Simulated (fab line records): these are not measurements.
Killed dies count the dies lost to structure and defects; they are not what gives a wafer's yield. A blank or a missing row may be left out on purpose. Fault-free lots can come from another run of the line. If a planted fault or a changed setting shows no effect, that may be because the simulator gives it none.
What tool caused it? ; flow nandHarc ; 14 lots, 42 wafers sampled, at 4 steps of a route of 1159

== WHAT THE GAUGES SHOWED, per wafer ==
Not one reading of a measure or inspect step in the record can be checked against a usual standard deviation.

== EACH LOT AND THE TOOL THAT RAN IT (in order: tool; ch and the chambers of the sampled wafers; start) ==
lot;NHARC_A_WL_FILL_CMP_12;NHARC_A_CONTACT_ETCH_49;NHARC_A_CONTACT_ETCH_111;NHARC_A_CONTACT_ETCH_112
L868;cmp-03 ch 2,3, day 15 15:55;rieDiel-08 ch 0,2, day 15 20:24;harCapEtch-02 ch 0,1, day 15 21:34;harCapEtch-02 ch 0,1, day 15 21:43
L871;cmp-03 ch 0,2, day 16 06:40;rieDiel-08 ch 2,3, day 16 12:55;harCapEtch-03 ch 0, day 16 14:02;harCapEtch-03 ch 0, day 16 14:14
L873;cmp-03 ch 2,3, day 17 00:20;rieDiel-06 ch 0,2,3, day 17 05:10;harCapEtch-01 ch 0,1, day 17 06:17;harCapEtch-01 ch 0,1, day 17 06:29
L874;cmp-01 ch 2,3, day 17 04:36;rieDiel-08 ch 1,3, day 17 10:09;harCapEtch-01 ch 0,1, day 17 11:16;harCapEtch-01 ch 0,1, day 17 11:27
L875;cmp-01 ch 1,2,3, day 17 22:28;rieDiel-06 ch 1,2,3, day 18 02:57;harCapEtch-02 ch 0,1, day 18 04:05;harCapEtch-02 ch 0,1, day 18 04:17
L879;cmp-04 ch 0,3, day 18 23:12;rieDiel-06 ch 1,2, day 19 03:58;harCapEtch-01 ch 0,1, day 19 05:10;harCapEtch-01 ch 0,1, day 19 05:22
L877;cmp-01 ch 0,2, day 19 03:30;rieDiel-06 ch 0,2,3, day 19 07:59;harCapEtch-01 ch 0,1, day 19 09:05;harCapEtch-01 ch 0,1, day 19 09:15
L880;cmp-04 ch 0,3, day 19 09:24;rieDiel-06 ch 0,1, day 19 13:52;harCapEtch-03 ch 0,1, day 19 14:56;harCapEtch-03 ch 0,1, day 19 15:08
L881;cmp-03 ch 0,1,2, day 19 11:26;rieDiel-03 ch 0,2,3, day 19 16:38;harCapEtch-02 ch 0,1, day 19 17:43;harCapEtch-02 ch 0,1, day 19 17:55
L882;cmp-03 ch 1,2,3, day 19 15:44;rieDiel-06 ch 0,2, day 19 21:13;harCapEtch-01 ch 0,1, day 19 22:28;harCapEtch-01 ch 0,1, day 19 22:38
L884;cmp-04 ch 1,2,3, day 19 20:05;rieDiel-06 ch 0,2, day 20 02:41;harCapEtch-03 ch 0,1, day 20 03:56;harCapEtch-03 ch 0,1, day 20 04:07
L890;cmp-01 ch 0,1,3, day 21 02:49;rieDiel-03 ch 1,3, day 21 08:25;harCapEtch-02 ch 1, day 21 09:31;harCapEtch-02 ch 1, day 21 09:43
L889;cmp-01 ch 0,3, day 21 03:28;rieDiel-06 ch 0,1,2, day 21 12:26;harCapEtch-01 ch 0,1, day 21 13:27;harCapEtch-01 ch 0,1, day 21 13:39
L891;cmp-03 ch 2,3, day 21 20:13;rieDiel-06 ch 0,1, day 22 01:26;harCapEtch-03 ch 0,1, day 22 02:56;harCapEtch-03 ch 0,1, day 22 03:07
- NHARC_A_WL_FILL_CMP_12: polishes, t overpolish 30 s, target thk 75 nm.
- NHARC_A_CONTACT_ETCH_49: etches the open film in N2/H2, target depth 260 nm, time 475.3 s.
- NHARC_A_CONTACT_ETCH_111: etches the open film in C4F8/O2/Ar, time 140 s, target depth 700 nm.
- NHARC_A_CONTACT_ETCH_112: etches the open film in C4F8/O2/Ar, time 94 s, target depth 922 nm.

== AS READ BY THE TOOLS THEMSELVES (means over the sampled wafers that have a number; for cases with no such wafer, the mark the record gives instead) ==
NHARC_A_WL_FILL_CMP_12. Usual: motorCurrentA 11.9 A, standard deviation 0.94; overpolishRunS 29.999 s, standard deviation 0.0086; slurryFilterDpKPa 13.49 kPa, standard deviation 0.15; timeToEndpointS 15.6 s, standard deviation 2.6.
lot;tool;motorCurrentA (A);overpolishRunS (s);slurryFilterDpKPa (kPa);timeToEndpointS (s);flag
L868;cmp-03;12.2;29.999;13.46;18.5;
L871;cmp-03;10.7;30.000;13.55;15.2;
L873;cmp-03;11.6;30.010;13.55;16.9;
L874;cmp-01;12.3;30.008;13.52;18.4;
L875;cmp-01;11.8;29.999;13.45;15.5;
L879;cmp-04;11.0;30.001;13.46;13.2;
L877;cmp-01;12.2;29.995;13.46;15.5;
L880;cmp-04;11.6;29.992;13.52;17.1;
L881;cmp-03;12.2;29.997;13.59;13.6;
L882;cmp-03;12.7;30.000;13.54;18.8;
L884;cmp-04;11.5;30.002;13.50;15.5;
L890;cmp-01;11.6;30.002;13.50;14.5;
L889;cmp-01;11.8;30.005;13.44;14.9;
L891;cmp-03;11.1;30.012;13.60;16.4;

NHARC_A_CONTACT_ETCH_49. Usual: drypumpMotorCurrentA 5.9 A, standard deviation 0.36; oesProductAu 1.003 a.u., standard deviation 0.013; rfVppV 428.9 V, standard deviation 1.8; runLengthS 496.6 s, standard deviation 0.49; showerheadPlenumPTorr 1.98 Torr, standard deviation 0.058; throttleValvePct 14.170 %, standard deviation 0.01.
lot;tool;drypumpMotorCurrentA (A);oesProductAu (a.u.);rfVppV (V);runLengthS (s);showerheadPlenumPTorr (Torr);throttleValvePct (%);flag
L868;rieDiel-08;6.3;0.990;427.5;496.3;1.96;14.175;
L871;rieDiel-08;6.2;0.999;431.2;496.9;2.04;14.170;
L873;rieDiel-06;6.0;0.998;430.1;496.4;2.02;14.172;
L874;rieDiel-08;5.7;0.997;428.2;497.1;1.96;14.173;
L875;rieDiel-06;6.0;1.003;429.8;496.7;2.03;14.183;
L879;rieDiel-06;6.0;1.013;429.5;497.0;2.01;14.167;
L877;rieDiel-06;6.1;1.007;430.6;496.4;2.02;14.165;
L880;rieDiel-06;5.8;1.026;429.1;496.7;1.98;14.166;
L881;rieDiel-03;5.8;1.007;427.0;496.7;1.93;14.168;
L882;rieDiel-06;6.1;1.011;428.1;496.6;1.98;14.166;
L884;rieDiel-06;6.2;1.007;429.1;496.3;1.98;14.174;
L890;rieDiel-03;5.5;1.002;428.5;496.3;1.96;14.167;
L889;rieDiel-06;6.0;1.006;429.5;436.4;1.99;14.162;OFF
L891;rieDiel-06;5.8;1.015;429.1;436.5;1.98;14.176;OFF

NHARC_A_CONTACT_ETCH_111. Usual: runLengthS 141.3 s, standard deviation 0.37.
lot;tool;runLengthS (s);flag
L868;harCapEtch-02;141.6;
L871;harCapEtch-03;140.8;
L873;harCapEtch-01;141.4;
L874;harCapEtch-01;141.4;
L875;harCapEtch-02;141.8;
L879;harCapEtch-01;141.1;
L877;harCapEtch-01;141.4;
L880;harCapEtch-03;141.0;
L881;harCapEtch-02;141.6;
L882;harCapEtch-01;141.3;
L884;harCapEtch-03;141.0;
L890;harCapEtch-02;142.1;
L889;harCapEtch-01;141.2;
L891;harCapEtch-03;141.1;

== THE ANSWER, worked out from the rows above alone ==
Rule: take the mean of a lot's wafers that have a number; if it is more than 3 standard deviations from the usual mean, the lot is off. Also off: a lot with no number at a reading for which 4 or more lots have one. Where the step has rows for the other lots, those lots are counted as sound. After the gauges, taken in route order, come the tools' own readings; for these a lot's mean is taken, as printed above. The first step at which some lot is off is used, and at that step the reading that is off furthest; a lot without a number counts as furthest.
Off: L889, L891 (NHARC_A_CONTACT_ETCH_49, runLengthS).
If a tool, at that step or one of the process steps before it, ran each lot that is off and ran no sound lot following the first of them, it fits. One candidate fits, namely rieDiel-06 at NHARC_A_CONTACT_ETCH_49. A fault onset in the window from L884 (day 20 02:41, its last sound lot) to L889 (day 21 12:26, its first lot off) fits.
On the lots that are off, the tool's own readings at NHARC_A_CONTACT_ETCH_49 differ by more than 5 times the standard deviation of the sound lots' means, which bears it out; runLengthS reads 436.4 s there versus 496.6 s on the sound lots.

== WHAT THE SIMULATOR HAD INSERTED ==
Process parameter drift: rieDiel-06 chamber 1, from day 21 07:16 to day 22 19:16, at NHARC_A_CONTACT_ETCH_49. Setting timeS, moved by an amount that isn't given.
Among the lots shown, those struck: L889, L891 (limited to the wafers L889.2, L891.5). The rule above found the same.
